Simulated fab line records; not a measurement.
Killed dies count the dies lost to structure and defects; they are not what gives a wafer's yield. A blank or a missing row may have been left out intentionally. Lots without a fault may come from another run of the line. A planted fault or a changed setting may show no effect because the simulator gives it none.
fab line records :: flow n5_finfet
[record]
  lots = 7
  wafers = 39
route steps=1938 shown DUMMY_GATE@228 SD_EPI_N@288 HKMG_FIN@385 GATE_CUT@501 BEOL_M4@1111
start_h: start of the lot's first displayed wafer, in hours after the record's first day :: wait_h: hours from the lot's prior step to this one :: " unchanged from the row above :: L1.1+2: a single row standing in for several wafers :: - either no value or no given start :: * or withheld: withheld :: < > ~ a bound
route shown NAME@n: NAME is a module with steps in the file, n the number in the route of the first one :: usual: mean/standard deviation taken from wafers without a fault :: same: alike in all rows :: chamber/n: place in a boat :: sites: per-site readings :: _std_site: standard deviation of those values :: _edge_site: the outer-site mean with the inner-site mean subtracted :: radius_mm: how far each site lies from the wafer's centre :: mask NAME#n: copy n :: behind: the most recent tool/chamber to have shaped the wafer :: hold: the reason the lot was held/the length of the hold in hours/how it ended :: device: names the non-switching transistor (n, p or np) :: end of line: tests run on the same wafers once the route is complete :: step lacking rows: just its recipe :: killed: count of dies lost to structure and defects at first sort (not the wafer's yield) :: map: a wafer's dies, marking killed ones x, the rest . and places with no die _
set.NAME: the setting that was run; set.NAME@STEP: the one run at that earlier step :: model.NAME: the simulator's own value behind a step, which no gauge read
lots run with intentionally changed settings; tables by step, rows by wafer
[[steps]]
[step N5_DUMMY_GATE_EXPOSE_12]
[recipe]
  mask_id = GATE
  na = 0.33
  source_shape = annular
  sigma_inner = 0.2
  sigma_outer = 0.6
  polarization = unpolarized
  target_cd_nm = 25
  dose_mj = 34
[step N5_SD_EPI_N_EPI_21]
[recipe]
  material = Si:P
  dopant = P
  temp_c = 680
  pressure_torr = 255
  time_s = 690
[step N5_HKMG_FIN_IL_REGROW_00]
[recipe]
  material = SiO2
  target_thk_a = 7.5
  chemistry = O3
  temp_c = withheld
  time_s = 30
[step N5_HKMG_FIN_ALD_21]
[recipe]
  material = TiN
  target_thk_a = 15
  temp_c = 400
  ald_precursor_family = TiCl4
  ald_co_reactant = NH3
  pulse_time_s = 1
  purge_time_s = 3
  co_reactant_purge_time_s = 2
  co_reactant_pulse_time_s = 2
  ald_cycles = 68
  pressure_torr = 3
[step N5_GATE_CUT_CUT_ETCH_54]
[recipe]
  chemistry = Cl2/BCl3
  target = TiN
  mask_material = SiO2
  target_depth_a = 967
  pressure_mtorr = 10
  icp_w = 1000
  bias_w = 126
  Cl2_flow_sccm = 53.25
  bcl3_flow_sccm = 21.75
  Ar_flow_sccm = 25
  ends = cleared
[step N5_BEOL_M4_RC_MEAS_101]
[usual]
  RS_SD_N = 28.4/0.36
lot.wafer: L079.1
tool: prober-02
chamber: 0
start_h: 205.69
wait_h: 0.0
set.dose_mj@DUMMY_GATE_EXPOSE_12: 34
set.dopant_conc_cm3@SD_EPI_N_EPI_21: 2e+21
set.time_s@HKMG_FIN_IL_REGROW_00: 30
set.temp_c@HKMG_FIN_ALD_21: 400
set.Cl2_flow_sccm@GATE_CUT_CUT_ETCH_54: 53.25
RS_SD_N[ohm/sq]: 28.5

lot.wafer: L079.2
tool: prober-02
chamber: 0
start_h: 205.69
wait_h: 0.0
set.dose_mj@DUMMY_GATE_EXPOSE_12: 34.72
set.dopant_conc_cm3@SD_EPI_N_EPI_21: 2.195e+21
set.time_s@HKMG_FIN_IL_REGROW_00: 22.04
set.temp_c@HKMG_FIN_ALD_21: 400
set.Cl2_flow_sccm@GATE_CUT_CUT_ETCH_54: 42.46
RS_SD_N[ohm/sq]: 27.7

lot.wafer: L079.3
tool: prober-02
chamber: 0
start_h: 205.69
wait_h: 0.0
set.dose_mj@DUMMY_GATE_EXPOSE_12: 34.72
set.dopant_conc_cm3@SD_EPI_N_EPI_21: 2.195e+21
set.time_s@HKMG_FIN_IL_REGROW_00: 30
set.temp_c@HKMG_FIN_ALD_21: 400
set.Cl2_flow_sccm@GATE_CUT_CUT_ETCH_54: 42.46
RS_SD_N[ohm/sq]: 27.9

lot.wafer: L079.4
tool: prober-02
chamber: 0
start_h: 205.69
wait_h: 0.0
set.dose_mj@DUMMY_GATE_EXPOSE_12: 34
set.dopant_conc_cm3@SD_EPI_N_EPI_21: 2.195e+21
set.time_s@HKMG_FIN_IL_REGROW_00: 22.04
set.temp_c@HKMG_FIN_ALD_21: 400
set.Cl2_flow_sccm@GATE_CUT_CUT_ETCH_54: 53.25
RS_SD_N[ohm/sq]: 27.6

lot.wafer: L079.5
tool: prober-02
chamber: 0
start_h: 205.69
wait_h: 0.0
set.dose_mj@DUMMY_GATE_EXPOSE_12: 34.72
set.dopant_conc_cm3@SD_EPI_N_EPI_21: 2e+21
set.time_s@HKMG_FIN_IL_REGROW_00: 22.04
set.temp_c@HKMG_FIN_ALD_21: 400
set.Cl2_flow_sccm@GATE_CUT_CUT_ETCH_54: 53.25
RS_SD_N[ohm/sq]: 28.4

lot.wafer: L079.6
tool: prober-02
chamber: 0
start_h: 205.69
wait_h: 0.0
set.dose_mj@DUMMY_GATE_EXPOSE_12: 34
set.dopant_conc_cm3@SD_EPI_N_EPI_21: 2e+21
set.time_s@HKMG_FIN_IL_REGROW_00: 30
set.temp_c@HKMG_FIN_ALD_21: 400
set.Cl2_flow_sccm@GATE_CUT_CUT_ETCH_54: 42.46
RS_SD_N[ohm/sq]: 28.4

lot.wafer: L083.1
tool: prober-01
chamber: 0
start_h: 229.62
wait_h: 0.0
set.dose_mj@DUMMY_GATE_EXPOSE_12: 36.51
set.dopant_conc_cm3@SD_EPI_N_EPI_21: 2.27e+21
set.time_s@HKMG_FIN_IL_REGROW_00: 30
set.temp_c@HKMG_FIN_ALD_21: 400
set.Cl2_flow_sccm@GATE_CUT_CUT_ETCH_54: 65.9
RS_SD_N[ohm/sq]: 27.1

lot.wafer: L083.2
tool: prober-01
chamber: 0
start_h: 229.62
wait_h: 0.0
set.dose_mj@DUMMY_GATE_EXPOSE_12: 34
set.dopant_conc_cm3@SD_EPI_N_EPI_21: 2e+21
set.time_s@HKMG_FIN_IL_REGROW_00: 30
set.temp_c@HKMG_FIN_ALD_21: 388.8
set.Cl2_flow_sccm@GATE_CUT_CUT_ETCH_54: 53.25
RS_SD_N[ohm/sq]: 28.4

lot.wafer: L083.3
tool: prober-01
chamber: 0
start_h: 229.62
wait_h: 0.0
set.dose_mj@DUMMY_GATE_EXPOSE_12: 36.51
set.dopant_conc_cm3@SD_EPI_N_EPI_21: 2e+21
set.time_s@HKMG_FIN_IL_REGROW_00: 30
set.temp_c@HKMG_FIN_ALD_21: 400
set.Cl2_flow_sccm@GATE_CUT_CUT_ETCH_54: 65.9
RS_SD_N[ohm/sq]: 27.8

lot.wafer: L083.4
tool: prober-01
chamber: 0
start_h: 229.62
wait_h: 0.0
set.dose_mj@DUMMY_GATE_EXPOSE_12: 34
set.dopant_conc_cm3@SD_EPI_N_EPI_21: 2.27e+21
set.time_s@HKMG_FIN_IL_REGROW_00: 30
set.temp_c@HKMG_FIN_ALD_21: 400
set.Cl2_flow_sccm@GATE_CUT_CUT_ETCH_54: 53.25
RS_SD_N[ohm/sq]: 26.8

lot.wafer: L083.5
tool: prober-01
chamber: 0
start_h: 229.62
wait_h: 0.0
set.dose_mj@DUMMY_GATE_EXPOSE_12: 36.51
set.dopant_conc_cm3@SD_EPI_N_EPI_21: 2e+21
set.time_s@HKMG_FIN_IL_REGROW_00: 30
set.temp_c@HKMG_FIN_ALD_21: 388.8
set.Cl2_flow_sccm@GATE_CUT_CUT_ETCH_54: 53.25
RS_SD_N[ohm/sq]: 28.2

lot.wafer: L083.6
tool: prober-01
chamber: 0
start_h: 229.62
wait_h: 0.0
set.dose_mj@DUMMY_GATE_EXPOSE_12: 34
set.dopant_conc_cm3@SD_EPI_N_EPI_21: 2.27e+21
set.time_s@HKMG_FIN_IL_REGROW_00: 30
set.temp_c@HKMG_FIN_ALD_21: 388.8
set.Cl2_flow_sccm@GATE_CUT_CUT_ETCH_54: 65.9
RS_SD_N[ohm/sq]: 27.4

lot.wafer: L082.1
tool: prober-01
chamber: 0
start_h: 232.04
wait_h: 0.0
set.dose_mj@DUMMY_GATE_EXPOSE_12: 36.13
set.dopant_conc_cm3@SD_EPI_N_EPI_21: 1.889e+21
set.time_s@HKMG_FIN_IL_REGROW_00: 30
set.temp_c@HKMG_FIN_ALD_21: 400
set.Cl2_flow_sccm@GATE_CUT_CUT_ETCH_54: 53.25
RS_SD_N[ohm/sq]: 29.1

lot.wafer: L082.2
tool: prober-01
chamber: 0
start_h: 232.04
wait_h: 0.0
set.dose_mj@DUMMY_GATE_EXPOSE_12: 34
set.dopant_conc_cm3@SD_EPI_N_EPI_21: 1.889e+21
set.time_s@HKMG_FIN_IL_REGROW_00: 33.02
set.temp_c@HKMG_FIN_ALD_21: 407.2
set.Cl2_flow_sccm@GATE_CUT_CUT_ETCH_54: 53.25
RS_SD_N[ohm/sq]: 28.7

lot.wafer: L082.3
tool: prober-01
chamber: 0
start_h: 232.04
wait_h: 0.0
set.dose_mj@DUMMY_GATE_EXPOSE_12: 36.13
set.dopant_conc_cm3@SD_EPI_N_EPI_21: 2e+21
set.time_s@HKMG_FIN_IL_REGROW_00: 33.02
set.temp_c@HKMG_FIN_ALD_21: 400
set.Cl2_flow_sccm@GATE_CUT_CUT_ETCH_54: 53.25
RS_SD_N[ohm/sq]: 28.3

lot.wafer: L082.4
tool: prober-01
chamber: 0
start_h: 232.04
wait_h: 0.0
set.dose_mj@DUMMY_GATE_EXPOSE_12: 34
set.dopant_conc_cm3@SD_EPI_N_EPI_21: 2e+21
set.time_s@HKMG_FIN_IL_REGROW_00: 30
set.temp_c@HKMG_FIN_ALD_21: 407.2
set.Cl2_flow_sccm@GATE_CUT_CUT_ETCH_54: 53.25
RS_SD_N[ohm/sq]: 28.6

lot.wafer: L082.5
tool: prober-01
chamber: 0
start_h: 232.04
wait_h: 0.0
set.dose_mj@DUMMY_GATE_EXPOSE_12: 34
set.dopant_conc_cm3@SD_EPI_N_EPI_21: 2e+21
set.time_s@HKMG_FIN_IL_REGROW_00: 30
set.temp_c@HKMG_FIN_ALD_21: 400
set.Cl2_flow_sccm@GATE_CUT_CUT_ETCH_54: 53.25
RS_SD_N[ohm/sq]: 28.2

lot.wafer: L082.6
tool: prober-01
chamber: 0
start_h: 232.04
wait_h: 0.0
set.dose_mj@DUMMY_GATE_EXPOSE_12: 36.13
set.dopant_conc_cm3@SD_EPI_N_EPI_21: 1.889e+21
set.time_s@HKMG_FIN_IL_REGROW_00: 33.02
set.temp_c@HKMG_FIN_ALD_21: 407.2
set.Cl2_flow_sccm@GATE_CUT_CUT_ETCH_54: 53.25
RS_SD_N[ohm/sq]: 28.7

lot.wafer: L086.3
tool: prober-02
chamber: 0
start_h: 254.45
wait_h: 0.3
set.dose_mj@DUMMY_GATE_EXPOSE_12: 34
set.dopant_conc_cm3@SD_EPI_N_EPI_21: 2e+21
set.time_s@HKMG_FIN_IL_REGROW_00: 30
set.temp_c@HKMG_FIN_ALD_21: 400
set.Cl2_flow_sccm@GATE_CUT_CUT_ETCH_54: 53.25
RS_SD_N[ohm/sq]: 27.8

lot.wafer: L086.4
tool: prober-02
chamber: 0
start_h: 254.45
wait_h: 0.3
set.dose_mj@DUMMY_GATE_EXPOSE_12: 34
set.dopant_conc_cm3@SD_EPI_N_EPI_21: 2e+21
set.time_s@HKMG_FIN_IL_REGROW_00: 30
set.temp_c@HKMG_FIN_ALD_21: 400
set.Cl2_flow_sccm@GATE_CUT_CUT_ETCH_54: 53.25
RS_SD_N[ohm/sq]: 28.0

lot.wafer: L086.6
tool: prober-02
chamber: 0
start_h: 254.45
wait_h: 0.3
set.dose_mj@DUMMY_GATE_EXPOSE_12: 34
set.dopant_conc_cm3@SD_EPI_N_EPI_21: 2e+21
set.time_s@HKMG_FIN_IL_REGROW_00: 30
set.temp_c@HKMG_FIN_ALD_21: 400
set.Cl2_flow_sccm@GATE_CUT_CUT_ETCH_54: 53.25
RS_SD_N[ohm/sq]: 27.8

lot.wafer: L087.1
tool: prober-01
chamber: 0
start_h: 257.22
wait_h: 0.0
set.dose_mj@DUMMY_GATE_EXPOSE_12: 34
set.dopant_conc_cm3@SD_EPI_N_EPI_21: 1.9e+21
set.time_s@HKMG_FIN_IL_REGROW_00: 30
set.temp_c@HKMG_FIN_ALD_21: 381.1
set.Cl2_flow_sccm@GATE_CUT_CUT_ETCH_54: 53.25
RS_SD_N[ohm/sq]: 28.2

lot.wafer: L087.2
tool: prober-01
chamber: 0
start_h: 257.22
wait_h: 0.0
set.dose_mj@DUMMY_GATE_EXPOSE_12: 34
set.dopant_conc_cm3@SD_EPI_N_EPI_21: 2e+21
set.time_s@HKMG_FIN_IL_REGROW_00: 30
set.temp_c@HKMG_FIN_ALD_21: 400
set.Cl2_flow_sccm@GATE_CUT_CUT_ETCH_54: 53.25
RS_SD_N[ohm/sq]: 28.2

lot.wafer: L087.3
tool: prober-01
chamber: 0
start_h: 257.22
wait_h: 0.0
set.dose_mj@DUMMY_GATE_EXPOSE_12: 35.48
set.dopant_conc_cm3@SD_EPI_N_EPI_21: 2e+21
set.time_s@HKMG_FIN_IL_REGROW_00: 30
set.temp_c@HKMG_FIN_ALD_21: 381.1
set.Cl2_flow_sccm@GATE_CUT_CUT_ETCH_54: 53.25
RS_SD_N[ohm/sq]: 28.1

lot.wafer: L087.4
tool: prober-01
chamber: 0
start_h: 257.22
wait_h: 0.0
set.dose_mj@DUMMY_GATE_EXPOSE_12: 34
set.dopant_conc_cm3@SD_EPI_N_EPI_21: 1.9e+21
set.time_s@HKMG_FIN_IL_REGROW_00: 30
set.temp_c@HKMG_FIN_ALD_21: 381.1
set.Cl2_flow_sccm@GATE_CUT_CUT_ETCH_54: 53.25
RS_SD_N[ohm/sq]: 28.6

lot.wafer: L087.5
tool: prober-01
chamber: 0
start_h: 257.22
wait_h: 0.0
set.dose_mj@DUMMY_GATE_EXPOSE_12: 35.48
set.dopant_conc_cm3@SD_EPI_N_EPI_21: 1.9e+21
set.time_s@HKMG_FIN_IL_REGROW_00: 30
set.temp_c@HKMG_FIN_ALD_21: 400
set.Cl2_flow_sccm@GATE_CUT_CUT_ETCH_54: 53.25
RS_SD_N[ohm/sq]: 28.7

lot.wafer: L087.6
tool: prober-01
chamber: 0
start_h: 257.22
wait_h: 0.0
set.dose_mj@DUMMY_GATE_EXPOSE_12: 35.48
set.dopant_conc_cm3@SD_EPI_N_EPI_21: 2e+21
set.time_s@HKMG_FIN_IL_REGROW_00: 30
set.temp_c@HKMG_FIN_ALD_21: 400
set.Cl2_flow_sccm@GATE_CUT_CUT_ETCH_54: 53.25
RS_SD_N[ohm/sq]: 28.8

lot.wafer: L091.1
tool: prober-02
chamber: 0
start_h: 282.45
wait_h: 0.0
set.dose_mj@DUMMY_GATE_EXPOSE_12: 34.74
set.dopant_conc_cm3@SD_EPI_N_EPI_21: 2.264e+21
set.time_s@HKMG_FIN_IL_REGROW_00: 30
set.temp_c@HKMG_FIN_ALD_21: 400
set.Cl2_flow_sccm@GATE_CUT_CUT_ETCH_54: 53.25
RS_SD_N[ohm/sq]: 28.1

lot.wafer: L091.2
tool: prober-02
chamber: 0
start_h: 282.45
wait_h: 0.0
set.dose_mj@DUMMY_GATE_EXPOSE_12: 34.74
set.dopant_conc_cm3@SD_EPI_N_EPI_21: 2e+21
set.time_s@HKMG_FIN_IL_REGROW_00: 30
set.temp_c@HKMG_FIN_ALD_21: 409
set.Cl2_flow_sccm@GATE_CUT_CUT_ETCH_54: 53.25
RS_SD_N[ohm/sq]: 28.9

lot.wafer: L091.3
tool: prober-02
chamber: 0
start_h: 282.45
wait_h: 0.0
set.dose_mj@DUMMY_GATE_EXPOSE_12: 34
set.dopant_conc_cm3@SD_EPI_N_EPI_21: 2e+21
set.time_s@HKMG_FIN_IL_REGROW_00: 30
set.temp_c@HKMG_FIN_ALD_21: 409
set.Cl2_flow_sccm@GATE_CUT_CUT_ETCH_54: 53.25
RS_SD_N[ohm/sq]: 29.2

lot.wafer: L091.4
tool: prober-02
chamber: 0
start_h: 282.45
wait_h: 0.0
set.dose_mj@DUMMY_GATE_EXPOSE_12: 34.74
set.dopant_conc_cm3@SD_EPI_N_EPI_21: 2.264e+21
set.time_s@HKMG_FIN_IL_REGROW_00: 30
set.temp_c@HKMG_FIN_ALD_21: 400
set.Cl2_flow_sccm@GATE_CUT_CUT_ETCH_54: 53.25
RS_SD_N[ohm/sq]: 27.4

lot.wafer: L091.5
tool: prober-02
chamber: 0
start_h: 282.45
wait_h: 0.0
set.dose_mj@DUMMY_GATE_EXPOSE_12: 34
set.dopant_conc_cm3@SD_EPI_N_EPI_21: 2.264e+21
set.time_s@HKMG_FIN_IL_REGROW_00: 30
set.temp_c@HKMG_FIN_ALD_21: 409
set.Cl2_flow_sccm@GATE_CUT_CUT_ETCH_54: 53.25
RS_SD_N[ohm/sq]: 27.9

lot.wafer: L091.6
tool: prober-02
chamber: 0
start_h: 282.45
wait_h: 0.0
set.dose_mj@DUMMY_GATE_EXPOSE_12: 34
set.dopant_conc_cm3@SD_EPI_N_EPI_21: 2e+21
set.time_s@HKMG_FIN_IL_REGROW_00: 30
set.temp_c@HKMG_FIN_ALD_21: 400
set.Cl2_flow_sccm@GATE_CUT_CUT_ETCH_54: 53.25
RS_SD_N[ohm/sq]: 29.0

lot.wafer: L096.1
tool: prober-01
chamber: 0
start_h: 309.62
wait_h: 0.0
set.dose_mj@DUMMY_GATE_EXPOSE_12: 34
set.dopant_conc_cm3@SD_EPI_N_EPI_21: 2e+21
set.time_s@HKMG_FIN_IL_REGROW_00: 30
set.temp_c@HKMG_FIN_ALD_21: 400
set.Cl2_flow_sccm@GATE_CUT_CUT_ETCH_54: 62.21
RS_SD_N[ohm/sq]: 28.8

lot.wafer: L096.2
tool: prober-01
chamber: 0
start_h: 309.62
wait_h: 0.0
set.dose_mj@DUMMY_GATE_EXPOSE_12: 34
set.dopant_conc_cm3@SD_EPI_N_EPI_21: 2.148e+21
set.time_s@HKMG_FIN_IL_REGROW_00: 30
set.temp_c@HKMG_FIN_ALD_21: 416
set.Cl2_flow_sccm@GATE_CUT_CUT_ETCH_54: 53.25
RS_SD_N[ohm/sq]: 27.8

lot.wafer: L096.3
tool: prober-01
chamber: 0
start_h: 309.62
wait_h: 0.0
set.dose_mj@DUMMY_GATE_EXPOSE_12: 35.42
set.dopant_conc_cm3@SD_EPI_N_EPI_21: 2e+21
set.time_s@HKMG_FIN_IL_REGROW_00: 30
set.temp_c@HKMG_FIN_ALD_21: 400
set.Cl2_flow_sccm@GATE_CUT_CUT_ETCH_54: 53.25
RS_SD_N[ohm/sq]: 28.2

lot.wafer: L096.4
tool: prober-01
chamber: 0
start_h: 309.62
wait_h: 0.0
set.dose_mj@DUMMY_GATE_EXPOSE_12: 34
set.dopant_conc_cm3@SD_EPI_N_EPI_21: 2.148e+21
set.time_s@HKMG_FIN_IL_REGROW_00: 30
set.temp_c@HKMG_FIN_ALD_21: 400
set.Cl2_flow_sccm@GATE_CUT_CUT_ETCH_54: 53.25
RS_SD_N[ohm/sq]: 28.0

lot.wafer: L096.5
tool: prober-01
chamber: 0
start_h: 309.62
wait_h: 0.0
set.dose_mj@DUMMY_GATE_EXPOSE_12: 35.42
set.dopant_conc_cm3@SD_EPI_N_EPI_21: 2e+21
set.time_s@HKMG_FIN_IL_REGROW_00: 30
set.temp_c@HKMG_FIN_ALD_21: 416
set.Cl2_flow_sccm@GATE_CUT_CUT_ETCH_54: 62.21
RS_SD_N[ohm/sq]: 28.2

lot.wafer: L096.6
tool: prober-01
chamber: 0
start_h: 309.62
wait_h: 0.0
set.dose_mj@DUMMY_GATE_EXPOSE_12: 35.42
set.dopant_conc_cm3@SD_EPI_N_EPI_21: 2.148e+21
set.time_s@HKMG_FIN_IL_REGROW_00: 30
set.temp_c@HKMG_FIN_ALD_21: 416
set.Cl2_flow_sccm@GATE_CUT_CUT_ETCH_54: 62.21
RS_SD_N[ohm/sq]: 27.9
[[key]]
[split]
  step = N5_DUMMY_GATE_EXPOSE_12
  setting = dose_mj
  stated_as = 34
response none clear
[split]
  step = N5_SD_EPI_N_EPI_21
  setting = dopant_conc_cm3
  stated_as = 2e+21
[response]
  step = N5_BEOL_M4_RC_MEAS_101
  reading = RS_SD_N
  slope = -0.0764
  per = 1%
  together_with = all
  explained = 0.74
[split]
  step = N5_HKMG_FIN_IL_REGROW_00
  setting = time_s
  stated_as = 30
response none clear
[split]
  step = N5_HKMG_FIN_ALD_21
  setting = temp_c
  stated_as = 400
response none clear
[split]
  step = N5_GATE_CUT_CUT_ETCH_54
  setting = Cl2_flow_sccm
  stated_as = 53.25
response none clear
